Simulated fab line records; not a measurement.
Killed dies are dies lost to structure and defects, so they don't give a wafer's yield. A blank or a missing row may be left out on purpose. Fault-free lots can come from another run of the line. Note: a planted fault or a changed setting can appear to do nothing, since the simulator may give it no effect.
Split-lot study -- flow n5Finfet -- 21 wafers read across 7 lots, on a route 1938 steps long

== SPLIT DETAILS ==
At N5_BEOL_M15_TRENCH_ETCH_34 (etches SiO2 in C4F8/O2/Ar, target depth 872.93 nm, time 199 s), the setting biasW was moved away from the recipe's 2040 W on 5 of the 21 wafers read, by -8.7% to +17.2%. All remaining wafers had this setting at the recipe value.

Reading taken at the split's own step.

== THE READING ==
rfVppV, in V, at N5_BEOL_M15_TRENCH_ETCH_34 (etches SiO2 in C4F8/O2/Ar, target depth 872.93 nm, time 199 s). A value of 2218 V with a standard deviation of 17 V is what fault-free wafers of this fab line usually give.

wafer,"tool, chamber at the split","biasW as run, W",against the recipe,"rfVppV, V",against lot-mates on the recipe
L074.4,"rieDiel-01, 3",2354,+15.4%,2470,+249
L074.5,"rieDiel-01, 1",2354,+15.4%,2443,+222
L074.6,"rieDiel-01, 2",2040,recipe,2221,-
L076.2,"rieDiel-01, 2",1863,-8.7%,2083,-142
L076.3,"rieDiel-01, 1",2040,recipe,2212,-
L076.6,"rieDiel-01, 3",2040,recipe,2238,-
L080.3,"rieDiel-02, 2",2040,recipe,2212,-
L080.4,"rieDiel-02, 2",2040,recipe,2212,-
L080.6,"rieDiel-02, 3",2040,recipe,2205,-
L086.1,"rieDiel-01, 3",2040,recipe,2239,-
L086.3,"rieDiel-01, 0",2040,recipe,2186,-
L086.6,"rieDiel-01, 2",2040,recipe,2221,-
L087.2,"rieDiel-01, 1",2040,recipe,2212,-
L087.5,"rieDiel-01, 2",2040,recipe,2219,-
L087.6,"rieDiel-01, 1",2390,+17.2%,2466,+250
L089.4,"rieDiel-04, 3",2040,recipe,2248,-
L089.5,"rieDiel-04, 0",2040,recipe,2224,-
L089.6,"rieDiel-04, 1",2040,recipe,2200,-
L096.1,"rieDiel-04, 0",2330,+14.2%,2439,+192
L096.2,"rieDiel-04, 3",2040,recipe,2247,-
L096.5,"rieDiel-04, 3",2040,recipe,2247,-

FIT RESULTS
A straight line over all 21 wafers: rfVppV changes by +15.1 V for each +1% of biasW; r = +0.99; the points scatter about the line by 17 V.
The same after taking each lot's own level away (the mean of its wafers on the recipe; 21 wafers): +14.9 V for each +1%; r = +0.99; scatter 14 V.
That fit puts the effect of the largest move of biasW on the reading at 2.6e+02 V.
Across the lots, their own levels run from 2209.7 to 2247.0 V, a range of 2.2 times the standard deviation given above.
Hence the lot-to-lot level has little effect on the slope; both slopes agree.
Check: +256 V against its lot-mates is what the line predicts for one of the wafers moved furthest among these (+17.2%) when that wafer is left out of the fit. It came out at +250 V against them.
Tool readings at the split's step, against how far the setting was moved: rfVppV r = +0.99.

== OTHER SPLITS ON THESE WAFERS ==
Other splits were also applied to these wafers ahead of the reading. Each is held against what the fit with the lots' levels taken away leaves over:
other split on the same wafers,wafers away from the commonest value,r with rfVppV (lot level and that fit taken away)
N5_BEOL_M14_DESCUM_15 timeS,3,-0.26
N5_BEOL_M14_PEB_26 pebTempC,7,-0.10
N5_BEOL_M14_ETCH_68 timeS,4,+0.15
N5_BEOL_M15_PEB_26 pebTempC,5,-0.01

== THE FILE'S OWN FIT ==
rfVppV changes by +14.7 V for each +1% of biasW, r = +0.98.
